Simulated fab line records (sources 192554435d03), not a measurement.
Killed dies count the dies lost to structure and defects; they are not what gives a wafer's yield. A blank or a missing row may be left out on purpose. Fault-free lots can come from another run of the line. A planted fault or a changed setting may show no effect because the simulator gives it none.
fab line records	flow n5-finfet
record: lots: 5	wafers: 14	last-day: 17
route steps=1938 shown BEOL_M9@1461 BEOL_M10@1470 PASSIVATION@1936
lots untouched by any fault: they come from a run of this same line in which no faults occurred
start-h: start of the lot's first displayed wafer, in hours after the record's first day	wait-h: how many hours have passed since the lot's step before this one	" same as the row above	L1.1+2: a single row standing in for several wafers	- either no value or no given start	* or withheld: withheld	< > ~ a bound
route shown NAME@n: names a module that has steps shown in the file, with the first one's number in the route	usual: mean/standard deviation of fault-free wafers	same: alike in all rows	chamber/n: place in a boat	sites: readings site by site	_std_site: standard deviation across them	_edge_site: the outer-site mean with the inner-site mean subtracted	radius-mm: how far each site lies from the wafer's centre	mask NAME#n: copy n	behind: tool/chamber where the wafer was last shaped	hold: the reason the lot was held/the length of the hold in hours/how it ended	device: transistor that didn't switch, given as n, p or np	end of line: tests run on the same wafers once the route is complete	where a step has no rows: the recipe by itself	killed: count of dies lost to structure and defects at first sort (not the wafer's yield)	map: a wafer's dies, marking killed ones x, the rest . and places with no die _
set.NAME: setting as actually run; set.NAME@STEP: the setting as run at that earlier step	model.NAME: the simulator's own value behind a step, which no gauge read
a table for each step, a row for each wafer; lots at some steps of the route
services: when a tool's chamber went out of use (start-h, in hours from the record's first day, below 0 if earlier), for how many hours, and the reason
== steps ==
step: N5_BEOL_M9_SPUTTER_48
recipe: material: Cu	target-thk-a: 120	temp-c: -20	bias-v: 60	power-w: 26000	chamber-pressure-pa: 0.13	time-s: 2
step: N5_BEOL_M9_ECD_50
recipe: material: Cu	target-thk-a: 3180
step: N5_BEOL_M9_ANNEAL_51
recipe: temp-c: 225	time-s: 90	ambient: N2
usual: wafer_temp_C_max: 226.4/0.47
lot.wafer	tool	chamber	start-h	wait-h	wafer_temp_C_max
L514.3	rtp-anneal-02	0	255.67	1.8	225.7
L514.4	"	0	"	"	226.0
L514.6	"	0	"	"	225.8
L517.4	rtp-anneal-02	0	258.63	0.2	226.0
L517.5	"	0	"	"	226.0
L517.6	"	0	"	"	226.0
L525.1	rtp-anneal-01	0	327.51	0.2	226.9
L525.2	"	0	"	"	227.0
L525.6	"	0	"	"	227.1
L530.1	rtp-anneal-02	0	344.53	0.2	226.2
L530.3	"	0	"	"	225.9
L530.5	"	0	"	"	226.5
L532.3	rtp-anneal-01	0	351.36	0.2	226.9
L532.6	"	0	"	"	226.7
step: N5_BEOL_M9_CMP_52
recipe: stop-on: SiCOH_lowk	t-overpolish-s: 7	down-force-psi: 1	platen-rpm: 50	clearing-platen-down-force-psi: 1.5	clearing-platen-rpm: 50	post-cmp-clean: cu-alkaline	target-thk-nm: 140	clearing-platen-pad-velocity-m-s: 0.99484	pad-velocity-m-s: 0.99484
step: N5_BEOL_M9_THK_MEAS_53
recipe: thk-meas-gauge: xrf	reads: Cu_of_BEOL_M9_ECD_50
usual: M9_THK: 138/3.6
lot.wafer	tool	chamber	start-h	wait-h	M9_THK[nm]
L514.3	film-metro-02	-	256.17	-	143
L514.4	"	-	"	"	143
L514.6	"	-	"	"	138
L517.4	film-metro-01	-	259.09	-	140
L517.5	"	-	"	"	135
L517.6	"	-	"	"	133
L525.1	film-metro-01	-	328.11	-	140
L525.2	"	-	"	"	138
L525.6	"	-	"	"	137
L530.1	film-metro-01	-	345.12	-	143
L530.3	"	-	"	"	142
L530.5	"	-	"	"	144
L532.3	film-metro-01	-	351.87	-	138
L532.6	"	-	"	"	140
step: N5_BEOL_M9_PRE_CLEAN_55
recipe: gas: NH3	time-s: 15	temp-c: withheld	rf-power-w: 300
step: N5_BEOL_M9_DEP_56
recipe: material: SiCN	target-thk-a: 150	temp-c: withheld	precursor: 3MS/NH3	pressure-torr: 3	rf-w: 202	time-s: 26.5
step: N5_BEOL_M9_RS_MEAS_57
recipe: thk-meas-gauge: four-point-probe	reads: Cu_of_BEOL_M9_ECD_50+Co_of_BEOL_M9_CVD_78+TaN_of_BEOL_M9_ALD_74
usual: M9_RS: 0.153/0.004
lot.wafer	tool	chamber	start-h	wait-h	M9_RS[ohm/sq]
L514.3	film-metro-02	-	256.31	0.1	0.146
L514.4	"	-	"	"	0.147
L514.6	"	-	"	"	0.153
L517.4	film-metro-02	-	259.22	0.0	0.147
L517.5	"	-	"	"	0.154
L517.6	"	-	"	"	0.157
L525.1	film-metro-01	-	328.24	0.1	0.150
L525.2	"	-	"	"	0.152
L525.6	"	-	"	"	0.153
L530.1	film-metro-01	-	345.26	0.1	0.146
L530.3	"	-	"	"	0.148
L530.5	"	-	"	"	0.146
L532.3	film-metro-01	-	352.00	0.1	0.150
L532.6	"	-	"	"	0.147
step: N5_BEOL_M9_INSPECT_58
recipe: inspect-instrument: darkfield	mode: post-dep
usual: raw-defect-count: 78/28
lot.wafer	tool	chamber	start-h	wait-h	raw-defect-count
L514.3	defect-inspect-02	-	256.33	0.0	70
L514.4	"	-	"	"	39
L514.6	"	-	"	"	68
L517.4	defect-inspect-02	-	259.25	0.0	86
L517.5	"	-	"	"	61
L517.6	"	-	"	"	105
L525.1	defect-inspect-02	-	328.27	0.0	85
L525.2	"	-	"	"	42
L525.6	"	-	"	"	129
L530.1	defect-inspect-02	-	345.28	0.0	78
L530.3	"	-	"	"	70
L530.5	"	-	"	"	62
L532.3	defect-inspect-02	-	352.03	0.0	94
L532.6	"	-	"	"	102
step: N5_BEOL_M10_ILD_DEP_00
recipe: material: SiCOH_lowk	target-thk-a: 3085.1	temp-c: 300	precursor: DEMS/porogen	pressure-torr: 5	rf-w: 500	time-s: 58
usual: heater-power-w: 311/57	showerhead-plenum-p-Torr: 5.742/0.015	throttle-valve-pct: 13.8/0.38
lot.wafer	tool	chamber	start-h	wait-h	heater-power-w	showerhead-plenum-p-Torr	since-wet-clean-h	throttle-valve-pct
L514.3	pecvd-04	1	256.37	0.0	327	5.714	1685	13.1
L514.4	"	1	"	"	324	5.713	-	13.1
L514.6	"	0	"	"	468	5.752	-	14.2
L517.4	pecvd-02	2	259.31	0.1	256	5.749	-	13.5
L517.5	"	0	"	"	276	5.753	-	13.7
L517.6	"	1	"	"	365	5.736	-	14.1
L525.1	pecvd-04	2	328.31	0.0	279	5.737	278	13.5
L525.2	"	1	"	"	367	5.719	1757	13.1
L525.6	"	2	"	"	288	5.738	-	13.6
L530.1	pecvd-04	2	345.32	0.0	309	5.758	295	13.6
L530.3	"	0	"	"	458	5.758	1049	13.7
L530.5	"	0	"	"	461	5.761	-	14.2
L532.3	pecvd-04	0	352.06	0.0	420	5.766	1056	14.0
L532.6	"	1	"	"	357	5.715	-	13.2
step: N5_BEOL_M10_CURE_71
recipe: temp-c: 385	time-s: 240	ambient: He/Ar	material: SiCOH_lowk
usual: lamp-power-pct: 52.31/0.055	wafer_temp_C_max: 387.1/0.65
lot.wafer	tool	chamber	start-h	wait-h	lamp-power-pct	wafer_temp_C_max
L514.3	uv-cure-01	1	256.61	0.2	52.38	386.3
L514.4	"	1	"	"	52.30	386.2
L514.6	"	1	"	"	52.34	386.4
L517.4	uv-cure-03	1	259.60	0.3	52.28	388.5
L517.5	"	1	"	"	52.30	387.2
L517.6	"	1	"	"	52.27	387.9
L525.1	uv-cure-03	1	328.70	0.4	52.27	388.0
L525.2	"	1	"	"	52.38	387.8
L525.6	"	1	"	"	52.34	387.5
L530.1	uv-cure-02	1	345.40	0.0	52.23	387.0
L530.3	"	1	"	"	52.34	386.9
L530.5	"	1	"	"	52.24	386.7
L532.3	uv-cure-03	2	352.30	0.2	52.30	386.4
L532.6	"	2	"	"	52.32	386.6
step: N5_BEOL_M10_THK_MEAS_01
recipe: reads: SiCOH_lowk_of_BEOL_M10_ILD_DEP_00
usual: M10_ILD_THK: 268/3.6
lot.wafer	tool	chamber	start-h	wait-h	M10_ILD_THK[nm]
L514.3	film-metro-01	-	256.96	0.3	266
L514.4	"	-	"	"	274
L514.6	"	-	"	"	275
L517.4	film-metro-02	-	259.87	0.2	270
L517.5	"	-	"	"	268
L517.6	"	-	"	"	266
L525.1	film-metro-02	-	329.21	0.4	266
L525.2	"	-	"	"	265
L525.6	"	-	"	"	271
L530.1	film-metro-01	-	345.91	0.4	268
L530.3	"	-	"	"	265
L530.5	"	-	"	"	274
L532.3	film-metro-01	-	352.65	0.3	264
L532.6	"	-	"	"	269
step: N5_BEOL_M10_PECVD_70
recipe: material: SiO2	target-thk-a: 200	temp-c: 400	precursor: TEOS/O2	pressure-torr: 5.5	rf-w: 450	teos-flow-sccm: 53.8	gas: O2	flow-sccm: 3000	time-s: 22.7
usual: heater-power-w: 712/110	showerhead-plenum-p-Torr: 8.79/0.064	throttle-valve-pct: 22.2/0.65
lot.wafer	tool	chamber	start-h	wait-h	heater-power-w	showerhead-plenum-p-Torr	since-wet-clean-h	throttle-valve-pct	model.SiO2_of_BEOL_M10_PECVD_70.thk-nm
L514.3	pecvd-02	1	257.00	0.0	682	8.77	1867	22.8	19.8
L514.4	"	1	"	"	689	8.76	-	23.1	20.4
L514.6	"	2	"	"	701	8.84	-	21.9	20
L517.4	pecvd-04	1	259.93	0.1	837	8.68	-	21.4	20.2
L517.5	"	0	"	"	836	8.88	-	22.6	20.6
L517.6	"	2	"	"	623	8.80	-	21.9	20.6
L525.1	pecvd-04	0	329.25	0.0	1011	8.87	1033	22.7	19.8
L525.2	"	2	"	"	632	8.83	279	22.0	20.4
L525.6	"	0	"	"	1000	8.87	-	22.9	26.6
L530.1	pecvd-02	2	345.95	0.0	604	8.84	477	22.3	19.6
L530.3	"	0	"	"	675	8.79	1231	22.0	20.2
L530.5	"	0	"	"	657	8.81	-	22.4	20.6
L532.3	pecvd-03	2	352.69	0.0	516	8.85	665	21.1	20
L532.6	"	2	"	"	517	8.81	-	21.4	20.2
step: N5_BEOL_M10_HM_DEP_02
recipe: material: TiN	target-thk-a: 200	temp-c: 25	chamber-pressure-pa: 0.49996
step: N5_BEOL_M10_COAT_59
recipe: resist: SOC	temp-c: 250	time-s: 60	spin-rpm: 1500	resist-thk-nm: 100
step: N5_BEOL_M10_COAT_60
recipe: resist: SiARC	temp-c: 220	time-s: 60	spin-rpm: 1500	resist-thk-nm: 30
step: N5_BEOL_M10_COAT_05
recipe: resist: CAR-ArF	spin-rpm: 1500	resist-thk-nm: 90
step: N5_BEOL_M10_EBR_07
recipe: solvent: PGMEA	ebr-width-mm: 1.5
step: N5_BEOL_M10_SOFTBAKE_06
recipe: temp-c: 110	time-s: 60	resist: CAR-ArF
step: N5_BEOL_M10_EXPOSE_08
recipe: mask-id: M10	na: 1.35	source-shape: dipole	sigma-inner: 0.411	sigma-outer: 0.611	polarization: te	dose-mj: 53.75
step: N5_BEOL_M10_PEB_09
recipe: peb-temp-c: withheld	peb-time-s: 60	resist: CAR-ArF
step: N5_BEOL_M10_DEVELOP_10
recipe: develop-time-s: 30	developer: TMAH	resist: CAR-ArF	rinse-liquid: diw	dry: air-spin	dev-temp-c: 23
step: N5_BEOL_M10_CD_MEAS_11
recipe: target-cd-nm: 64.1	landing-energy-ev: 500	detector: se-inlens	polarity: opening
usual: cd-nm: 63.9/0.54
lot.wafer	tool	chamber	start-h	wait-h	cd-nm
L514.3	cd-sem-03	0	259.14	-	64.0
L514.4	"	0	"	"	63.5
L514.6	"	0	"	"	63.3
L517.4	cd-sem-01	0	261.37	-	63.3
L517.5	"	0	"	"	63.8
L517.6	"	0	"	"	63.5
L525.1	cd-sem-03	0	331.23	-	65.5
L525.2	"	0	"	"	64.0
L525.6	"	0	"	"	64.8
L530.1	cd-sem-02	0	348.06	-	64.4
L530.3	"	0	"	"	63.3
L530.5	"	0	"	"	63.9
L532.3	cd-sem-01	0	356.12	-	64.0
L532.6	"	0	"	"	63.8
step: N5_BEOL_M10_OVL_MEAS_12
recipe: points-per-wafer: 44
usual: M10_OVL: -0.4/0.88
lot.wafer	tool	chamber	start-h	wait-h	M10_OVL[nm]
L514.3	overlay-01	0	259.17	0.0	0.1
L514.4	"	0	"	"	-1.6
L514.6	"	0	"	"	-1.2
L517.4	overlay-01	0	261.39	0.0	1.2
L517.5	"	0	"	"	-0.9
L517.6	"	0	"	"	0.9
L525.1	overlay-02	0	331.26	0.0	1.2
L525.2	"	0	"	"	-1.0
L525.6	"	0	"	"	-1.1
L530.1	overlay-01	0	348.09	0.0	-1.1
L530.3	"	0	"	"	-2.7
L530.5	"	0	"	"	-0.4
L532.3	overlay-01	0	356.15	0.0	-0.5
L532.6	"	0	"	"	0.2
step: N5_BEOL_M10_INSPECT_13
recipe: mode: adi	inspect-instrument: brightfield
usual: raw-defect-count: 437/100
lot.wafer	tool	chamber	start-h	wait-h	raw-defect-count
L514.3	defect-inspect-01	-	259.20	0.0	491
L514.4	"	-	"	"	379
L514.6	"	-	"	"	391
L517.4	defect-inspect-02	-	261.42	0.0	451
L517.5	"	-	"	"	458
L517.6	"	-	"	"	414
L525.1	defect-inspect-01	-	331.28	0.0	430
L525.2	"	-	"	"	331
L525.6	"	-	"	"	683
L530.1	defect-inspect-02	-	348.11	0.0	502
L530.3	"	-	"	"	573
L530.5	"	-	"	"	481
L532.3	defect-inspect-02	-	356.17	0.0	482
L532.6	"	-	"	"	443
step: N5_BEOL_M10_DESCUM_16
recipe: chemistry: O2	time-s: 7.9	source-power-w: 50	bias-power-w: 20	pressure-mtorr: 20	rf-frequency-hz: 2.712e+07	temp-c: 40	resist: CAR-ArF	o2-flow-sccm: 225
usual: drypump-motor-current-A: 5.7/0.44	oes-product-au: 0.83/0.081	rf-vpp-V: 242.8/1.3	showerhead-plenum-p-Torr: 2.07/0.068	throttle-valve-pct: 20.43/0.23
lot.wafer	tool	chamber	start-h	wait-h	drypump-motor-current-A	oes-product-au	rf-hours-counter-h	rf-vpp-V	showerhead-plenum-p-Torr	throttle-valve-pct
L514.3	rie-diel-01	2	259.23	0.0	5.8	0.86	56	242.3	2.06	20.69
L514.4	"	0	"	"	4.8	0.97	1	242.0	2.05	20.50
L514.6	"	1	"	"	6.3	0.90	-	241.7	2.05	20.36
L517.4	rie-diel-01	2	261.45	0.0	5.7	0.86	57	242.3	2.06	20.69
L517.5	"	3	"	"	6.1	0.80	-	242.3	2.02	20.11
L517.6	"	0	"	"	4.8	0.95	-	243.0	2.05	20.51
L525.1	rie-diel-01	3	331.31	0.0	6.1	0.78	127	243.1	2.02	20.13
L525.2	"	1	"	"	6.3	0.85	51	241.5	2.05	20.39
L525.6	"	0	"	"	4.9	0.88	-	243.5	2.04	20.53
L530.1	rie-diel-06	2	348.14	0.0	4.9	0.83	106	243.3	2.10	20.65
L530.3	"	3	"	"	6.0	0.88	35	243.8	2.07	20.60
L530.5	"	0	"	"	5.7	0.73	-	241.8	1.98	20.08
L532.3	rie-diel-06	2	356.21	0.0	4.9	0.83	109	244.0	2.10	20.69
L532.6	"	0	"	"	5.8	0.74	-	240.8	1.98	20.10
step: N5_BEOL_M10_ETCH_61
recipe: chemistry: CF4	target: SiARC	target-depth-a: 390	mask-material: CAR-ArF	time-s: 65	ion-energy-ev: 80	pressure-mtorr: 40	source-w: 545	bias-w: 36	Ar_flow_sccm: 100	cf4-flow-sccm: 100	ends: cleared
step: N5_BEOL_M10_ETCH_62
recipe: chemistry: N2/H2	target: SOC	target-depth-a: 1100	overetch-a: 220	mask-material: SiARC	temp-c: 40	time-s: 165	ion-energy-ev: 200	pressure-mtorr: 30	source-w: 840	bias-w: 150	n2-flow-sccm: 200	h2-flow-sccm: 200
step: N5_BEOL_M10_STRIP_68
recipe: chemistry: N2/H2	temp-c: 40	n2-flow-sccm: 200	h2-flow-sccm: 200	rf-frequency-hz: 6e+07
step: N5_BEOL_M10_STRIP_67
recipe: chemistry: CF4	resist: SiARC	power-w: 300	bias-power-w: 75	pressure-mtorr: 50	cf4-flow-sccm: 150	rf-frequency-hz: 6e+07
usual: drypump-motor-current-A: 5.7/0.44	oes-product-au: 0.83/0.079	rf-vpp-V: 270.7/1.4	showerhead-plenum-p-Torr: 1.77/0.047	throttle-valve-pct: 13.50/0.19
lot.wafer	tool	chamber	start-h	wait-h	drypump-motor-current-A	oes-product-au	rf-hours-counter-h	rf-vpp-V	showerhead-plenum-p-Torr	throttle-valve-pct
L514.3	rie-diel-01	2	259.46	0.0	5.8	0.85	56	270.9	1.75	13.56
L514.4	"	0	"	"	4.8	0.97	1	269.3	1.78	13.59
L514.6	"	1	"	"	6.3	0.89	-	270.7	1.75	13.28
L517.4	rie-diel-01	2	261.68	0.0	5.8	0.85	57	270.8	1.75	13.56
L517.5	"	3	"	"	6.0	0.80	-	270.5	1.73	13.17
L517.6	"	0	"	"	4.8	0.95	-	270.6	1.78	13.59
L525.1	rie-diel-01	3	331.55	0.0	6.1	0.78	127	269.6	1.72	13.23
L525.2	"	1	"	"	6.3	0.86	51	271.1	1.74	13.34
L525.6	"	0	"	"	4.8	0.88	-	271.0	1.77	13.64
L530.1	rie-diel-06	2	348.37	0.0	4.9	0.82	106	271.8	1.79	13.70
L530.3	"	3	"	"	6.0	0.88	35	270.2	1.76	13.51
L530.5	"	0	"	"	5.8	0.73	-	270.0	1.71	13.47
L532.3	rie-diel-06	2	356.44	0.0	4.9	0.82	109	269.4	1.79	13.70
L532.6	"	0	"	"	5.8	0.73	-	270.4	1.71	13.47
step: N5_BEOL_M10_HM_OPEN_17
recipe: chemistry: Cl2/BCl3	target-depth-a: 200	overetch-a: 60	target: TiN	mask-material: SOC	ion-energy-ev: 150	pressure-mtorr: 10	icp-w: 1000	bias-w: 126	Cl2_flow_sccm: 53.25	bcl3-flow-sccm: 21.75	Ar_flow_sccm: 25
step: N5_BEOL_M10_STRIP_19
recipe: chemistry: O2	power-w: 400	temp-c: 40	pressure-mtorr: 30	rf-frequency-hz: 6e+07	bias-power-w: 0	overash-fraction: 0.2	o2-flow-sccm: 225
step: N5_BEOL_M10_CD_MEAS_18
recipe: pitch-nm: 140	target-cd-nm: 70
usual: cd-nm: 69.8/0.67
lot.wafer	tool	chamber	start-h	wait-h	cd-nm
L514.3	cd-sem-02	-	259.72	0.1	70.0
L514.4	"	-	"	"	70.1
L514.6	"	-	"	"	68.4
L517.4	cd-sem-03	-	261.91	0.1	69.1
L517.5	"	-	"	"	69.9
L517.6	"	-	"	"	70.0
L525.1	cd-sem-01	-	331.77	0.0	71.0
L525.2	"	-	"	"	70.0
L525.6	"	-	"	"	71.1
L530.1	cd-sem-02	-	348.60	0.0	69.8
L530.3	"	-	"	"	69.1
L530.5	"	-	"	"	70.2
L532.3	cd-sem-03	-	356.69	0.1	69.5
L532.6	"	-	"	"	69.6
step: N5_BEOL_M10_COAT_63
recipe: resist: SOC	temp-c: 250	time-s: 60	spin-rpm: 1500	resist-thk-nm: 100
step: N5_BEOL_M10_COAT_64
recipe: resist: SiARC	temp-c: 220	time-s: 60	spin-rpm: 1500	resist-thk-nm: 30
step: N5_BEOL_M10_COAT_22
recipe: resist: CAR-ArF	spin-rpm: 1500	resist-thk-nm: 90
step: N5_BEOL_M10_EBR_24
recipe: solvent: PGMEA	ebr-width-mm: 1.5
step: N5_BEOL_M10_SOFTBAKE_23
recipe: temp-c: 110	time-s: 60	resist: CAR-ArF
step: N5_BEOL_M10_EXPOSE_25
recipe: mask-id: V9	na: 1.35	source-shape: annular	sigma-inner: 0.5	sigma-outer: 0.8	polarization: unpolarized	dose-mj: 85.5
step: N5_BEOL_M10_PEB_26
recipe: peb-temp-c: withheld	peb-time-s: 60	resist: CAR-ArF
step: N5_BEOL_M10_DEVELOP_27
recipe: develop-time-s: 30	developer: TMAH	resist: CAR-ArF	rinse-liquid: diw	dry: air-spin	dev-temp-c: 23
step: N5_BEOL_M10_CD_MEAS_28
recipe: target-cd-nm: 70	landing-energy-ev: 500	detector: se-inlens	polarity: opening
usual: cd-nm: 69.9/1
lot.wafer	tool	chamber	start-h	wait-h	cd-nm
L514.3	cd-sem-03	0	260.14	-	70.8
L514.4	"	0	"	"	70.6
L514.6	"	0	"	"	71.0
L517.4	cd-sem-01	0	263.30	-	68.2
L517.5	"	0	"	"	68.8
L517.6	"	0	"	"	69.4
L525.1	cd-sem-01	0	332.32	-	68.5
L525.2	"	0	"	"	68.7
L525.6	"	0	"	"	68.7
L530.1	cd-sem-02	0	349.55	-	68.2
L530.3	"	0	"	"	69.1
L530.5	"	0	"	"	68.8
L532.3	cd-sem-01	0	358.64	-	71.6
L532.6	"	0	"	"	69.0
step: N5_BEOL_M10_HM_STRIP_39
recipe: chemistry: peroxide-tin-strip	material: TiN	target-depth-a: 250	temp-c: 50	time-s: 158
lot.wafer	tool	chamber	start-h	wait-h	model.SiO2_of_BEOL_M10_PECVD_70.thk-nm
L514.3	wet-bench-04	0	260.89	0.0	19.6
L514.4	"	3	"	"	20.2
L514.6	"	6	"	"	19.8
L517.4	wet-bench-05	7	263.91	0.0	20
L517.5	"	1	"	"	20.6
L517.6	"	2	"	"	20.4
L525.1	wet-bench-04	1	332.93	0.0	19.6
L525.2	"	4	"	"	20.2
L525.6	"	3	"	"	26.4
L530.1	wet-bench-04	4	350.22	0.0	19.4
L530.3	"	7	"	"	20
L530.5	"	3	"	"	20.4
L532.3	wet-bench-04	4	359.26	0.0	19.8
L532.6	"	6	"	"	20
step: N5_BEOL_M10_CMP_52
recipe: stop-on: SiCOH_lowk	t-overpolish-s: 7	down-force-psi: 1	platen-rpm: 50	clearing-platen-down-force-psi: 1.5	clearing-platen-rpm: 50	post-cmp-clean: cu-alkaline	target-thk-nm: 140	clearing-platen-pad-velocity-m-s: 0.99484	pad-velocity-m-s: 0.99484
usual: barrier-field-endpoint-s: 28.9/0.78	clearing-platen-rpm: 50.000/0.026	motor-current-A: 6.0/0.63	platen-rpm: 50.00/0.032	slurry-filter-dp-kPa: 13.50/0.12
lot.wafer	tool	chamber	start-h	wait-h	barrier-field-endpoint-s	clearing-platen-rpm	motor-current-A	platen-rpm	slurry-filter-dp-kPa
L514.4	cmp-02	3	264.61	0.2	28.6	50.004	6.2	50.02	13.31
L514.3	"	1	"	"	28.3	49.988	5.6	50.02	13.39
L514.6	"	3	"	"	28.1	49.990	6.1	49.95	13.51
L517.4	cmp-04	2	266.42	0.2	28.9	49.948	5.4	50.04	13.36
L517.6	"	3	"	"	30.4	50.023	7.2	49.97	13.48
L517.5	"	0	"	"	29.1	50.011	5.1	49.96	13.29
L525.1	cmp-04	1	335.83	0.3	28.8	49.996	5.8	50.01	13.24
L525.2	"	0	"	"	29.3	49.981	5.1	49.97	13.68
L525.6	"	1	"	"	37.5	50.042	6.3	50.04	13.26
L530.3	cmp-01	0	352.16	0.2	28.8	50.033	6.8	49.96	13.56
L530.1	"	1	"	"	27.3	49.987	6.4	50.00	13.40
L530.5	"	3	"	"	28.9	49.977	5.1	50.10	13.59
L532.3	cmp-02	3	361.54	0.5	29.4	49.963	6.1	50.01	13.54
L532.6	"	0	"	"	29.5	50.029	5.7	50.00	13.43
step: N5_PASSIVATION_PROBE_49
usual: defect-limited-yield: 91.2/1.6	killed_at_M0_to_M3: 35/11	killed_at_M4_up: 14/5.4	killed-at-contacts: 13/6	killed-at-front-end: 38/11	killed-at-other: 3.4/2.6	killed-dies: 104/19	killed-open: 68/13	killed-short: 34/8.5	sort_bin_5_function: 5.1/1	sort_bin_6_memory: 3.3/0.72	sort-n-pass: 1075/22	sort-yield-pct: 91.1/1.9
same: gross-dies: 1180	killed-at-back-side: 0	sort_bin_4_leakage[%]: 0	sort_bin_8_speed[%]: 0
lot.wafer	tool	chamber	start-h	wait-h	defect-limited-yield[%]	killed_at_M0_to_M3	killed_at_M4_up	killed-at-contacts	killed-at-front-end	killed-at-other	killed-dies	killed-open	killed-short	sort_bin_5_function[%]	sort_bin_6_memory[%]	sort-n-pass	sort-yield-pct[%]
L514.3	prober-01	-	319.48	0.1	92.4	42	3	12	30	3	90	58	30	4.3	2.8	1090	92.4
L514.4	prober-01	-	319.53	0.2	88.7	37	9	20	61	6	133	83	48	7.2	3.7	1047	88.7
L514.6	prober-01	-	319.63	0.3	87.9	75	7	15	37	9	143	83	57	6.0	5.0	1037	87.9
L517.4	prober-01	-	321.50	0.2	88.6	41	23	16	49	5	134	90	44	6.6	4.3	1046	88.6
L517.5	prober-01	-	321.55	0.2	90.3	37	21	7	46	4	115	80	31	6.4	3.3	1065	90.3
L517.6	prober-01	-	321.60	0.3	91.3	39	15	13	32	4	103	77	22	4.5	3.6	1077	91.3
L532.3	prober-01	-	409.07	0.1	89.3	45	10	29	40	2	126	82	43	6.7	3.8	1054	89.3
L532.6	prober-01	-	409.22	0.3	89.0	57	20	19	33	1	130	90	40	6.1	4.6	1050	89.0
killed by level:class
L514.3 BEOL_M0_SAQP:geometric-particle:short=12 MOL_CONTACT_COAG:geometric-particle:open=10 BEOL_M2:geometric-particle:open=9 STI_FIN_REVEAL:geometric-particle:open=7 BEOL_M0_SAQP:geometric-particle:open=7 BEOL_M1:geometric-particle:open=5 BEOL_M3:geometric-particle:open=5 FIN_SAQP:geometric-particle:open=4
L514.4 STI_FIN_REVEAL:geometric-particle:open=18 FIN_SAQP:geometric-particle:short=17 MOL_CONTACT_COAG:geometric-particle:open=16 BEOL_M2:geometric-particle:open=11 FIN_SAQP:geometric-particle:open=8 BEOL_M0_SAQP:geometric-particle:short=8 BEOL_M1:geometric-particle:open=6 GATE_CUT:geometric-particle:short=4
L514.6 BEOL_M0_SAQP:geometric-particle:short=21 BEOL_M0_SAQP:geometric-particle:open=16 MOL_CONTACT_COAG:geometric-particle:open=12 BEOL_M2:geometric-particle:open=11 BEOL_M3:geometric-particle:open=9 FIN_SAQP:geometric-particle:open=7 STI_FIN_REVEAL:geometric-particle:open=7 BEOL_M3:geometric-particle:short=7
L517.4 MOL_CONTACT_COAG:geometric-particle:open=14 STI_FIN_REVEAL:geometric-particle:open=13 BEOL_M4:geometric-particle:open=13 BEOL_M2:geometric-particle:open=11 FIN_SAQP:geometric-particle:open=10 BEOL_M1:geometric-particle:open=10 FIN_SAQP:geometric-particle:short=9 STI_FIN_REVEAL:geometric-particle:short=7
L517.5 STI_FIN_REVEAL:geometric-particle:open=12 BEOL_M4:geometric-particle:open=10 BEOL_M1:geometric-particle:open=9 MOL_CONTACT_COAG:geometric-particle:open=7 BEOL_M3:geometric-particle:open=6 FIN_SAQP:geometric-particle:open=5 BEOL_M0_SAQP:geometric-particle:open=5 BEOL_M2:geometric-particle:open=5
L517.6 MOL_CONTACT_COAG:geometric-particle:open=12 STI_FIN_REVEAL:geometric-particle:open=11 BEOL_M4:geometric-particle:open=11 BEOL_M2:geometric-particle:open=9 BEOL_M0_SAQP:geometric-particle:short=9 DUMMY_GATE:geometric-particle:open=7 FIN_SAQP:geometric-particle:open=5 BEOL_M0_SAQP:geometric-particle:open=5
L532.3 MOL_CONTACT_COAG:geometric-particle:open=19 FIN_SAQP:geometric-particle:open=14 BEOL_M0_SAQP:geometric-particle:open=12 MOL_CONTACT_COAG:geometric-particle:short=10 BEOL_M2:geometric-particle:open=8 BEOL_M3:geometric-particle:short=8 BEOL_M3:geometric-particle:open=8 FIN_SAQP:geometric-particle:short=7
L532.6 MOL_CONTACT_COAG:geometric-particle:open=16 BEOL_M3:geometric-particle:open=16 BEOL_M4:geometric-particle:open=14 BEOL_M0_SAQP:geometric-particle:short=12 FIN_SAQP:geometric-particle:open=9 BEOL_M2:geometric-particle:open=8 BEOL_M0_SAQP:geometric-particle:open=8 FIN_SAQP:geometric-particle:short=7
== services ==
tool	chamber	start-h	hours	kind
uv-cure-02	-	237.16	28.1	pm
cmp-01	-	239.82	5.8	repair
pecvd-03	2	241.42	8.2	repair
cmp-02	-	246.69	7.8	pm
cmp-01	-	247.03	0.3	repair
cmp-01	-	247.35	1.5	repair
cmp-04	-	253.92	7.0	pm
cmp-01	-	260.03	0.9	repair
cmp-01	-	267.74	4.1	pm
cmp-01	-	277.06	4.0	pm
wet-bench-05	-	279.47	1.9	repair
pecvd-02	1	295.80	5.9	repair
rie-diel-01	2	306.55	1.8	repair
uv-cure-02	-	316.90	6.8	repair
rie-diel-01	-	317.64	2.8	pm
uv-cure-01	-	324.70	12.8	repair
uv-cure-03	-	325.06	2.2	repair
uv-cure-02	-	332.43	1.0	pm
cmp-02	-	338.94	2.4	repair
cmp-02	-	346.39	0.6	repair
cmp-02	-	355.98	1.0	repair
pecvd-04	-	357.00	0.6	repair
cmp-04	-	357.06	31.8	repair
cmp-01	-	358.42	3.8	repair
== key ==
first-sign: step: N5_BEOL_M10_CMP_52	reading: barrier-field-endpoint-s	direction: up	sigmas: 11	usual: 28.9	struck: 37.5
effect none on later readings
model-effect: step: N5_BEOL_M10_PECVD_70	value: SiO2_of_BEOL_M10_PECVD_70.thk-nm	without: 20.2	struck: 26.6
model-effect: step: N5_BEOL_M10_HM_STRIP_39	value: SiO2_of_BEOL_M10_PECVD_70.thk-nm	without: 20	struck: 26.4
met-at N5_BEOL_M10_PECVD_70
struck-wafers L525.6
onset-between 259.93 329.25
fault: kind: process-parameter-drift	tool: pecvd-04	chamber: -	onset-h: 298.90	steps: N5_BEOL_M10_PECVD_70	channel: time-s	offset: *	shape: step	end-h: 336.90	scope: struck-wafers-only	acts-in: *	stated: *
